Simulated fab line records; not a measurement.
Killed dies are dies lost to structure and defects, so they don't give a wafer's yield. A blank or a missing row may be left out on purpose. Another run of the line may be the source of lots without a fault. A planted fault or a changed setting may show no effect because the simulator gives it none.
Which tool is to blame? ; flow n5-finfet ; Sampling: 6 lots, 17 wafers, 5 of 1938 route steps

## WHAT THE GAUGES SHOWED, per wafer
N5_BEOL_M4_RC_MEAS_101.
lot;measured;on;DIBL_N (mV/V)
L645;day 9 01:31;prober-01;37.0 38.2 39.1
L648;day 9 12:29;prober-01;37.1 37.2 36.6
L650;day 10 06:52;prober-01;34.8 36.5 34.3
L661;day 12 16:40;prober-02;35.7 38.5 37.5
L663;day 13 12:34;prober-02;34.3 34.5
L665;day 13 21:29;prober-02;36.5 35.6 36.0

## TOOL THAT RAN EACH LOT (tool first, then ch and the chambers of the sampled wafers, then the start)
lot;N5_BEOL_M2_ANNEAL_82;N5_BEOL_M2_ANNEAL_87;N5_BEOL_M2_SPUTTER_88;N5_BEOL_M2_SPUTTER_92
L645;pvd-sputter-03, day 7 13:01;pvd-sputter-03, day 7 13:14;pvd-sputter-03, day 7 13:23;pvd-sputter-03, day 7 13:49
L648;pvd-sputter-02, day 8 15:58;pvd-sputter-02, day 8 16:11;pvd-sputter-02, day 8 16:19;pvd-sputter-02, day 8 16:46
L650;pvd-sputter-03, day 9 05:01;pvd-sputter-03, day 9 05:14;pvd-sputter-03, day 9 05:23;pvd-sputter-03, day 9 05:49
L661;pvd-sputter-03, day 11 17:13;pvd-sputter-03, day 11 17:26;pvd-sputter-03, day 11 17:34;pvd-sputter-03, day 11 18:01
L663;pvd-sputter-03, day 12 09:39;pvd-sputter-03, day 12 09:52;pvd-sputter-03, day 12 10:01;pvd-sputter-03, day 12 10:27
L665;pvd-sputter-01, day 12 15:20;pvd-sputter-01, day 12 15:34;pvd-sputter-01, day 12 15:42;pvd-sputter-01, day 12 16:08
- N5_BEOL_M2_ANNEAL_82: time 240 s.
- N5_BEOL_M2_ANNEAL_87: time 240 s.
- N5_BEOL_M2_SPUTTER_88: material Cu, target thk 4.5 nm, time 8.29 s.
- N5_BEOL_M2_SPUTTER_92: material Cu, target thk 4.5 nm, time 8.29 s.

## THE ANSWER, worked out from the rows above alone
Rule: the usual values come from the lots themselves. The widest of any qualifying gaps counts: lots, ordered by their means at a reading, are off when they make up no more than a third of the lots, leave a main group of 4 or more, and stand apart from it by 3 or more times the standard deviation of that group's means. If all means in a main group match to the digits the tables above print for the reading, that group is not used. A lot without any number at a reading at which 4 lots or more have one is off too. The other lots that the step has rows for count as sound.
No lot is off on any of the readings shown, so nothing can be concluded from this.

## WHAT THE SIMULATOR PUT IN
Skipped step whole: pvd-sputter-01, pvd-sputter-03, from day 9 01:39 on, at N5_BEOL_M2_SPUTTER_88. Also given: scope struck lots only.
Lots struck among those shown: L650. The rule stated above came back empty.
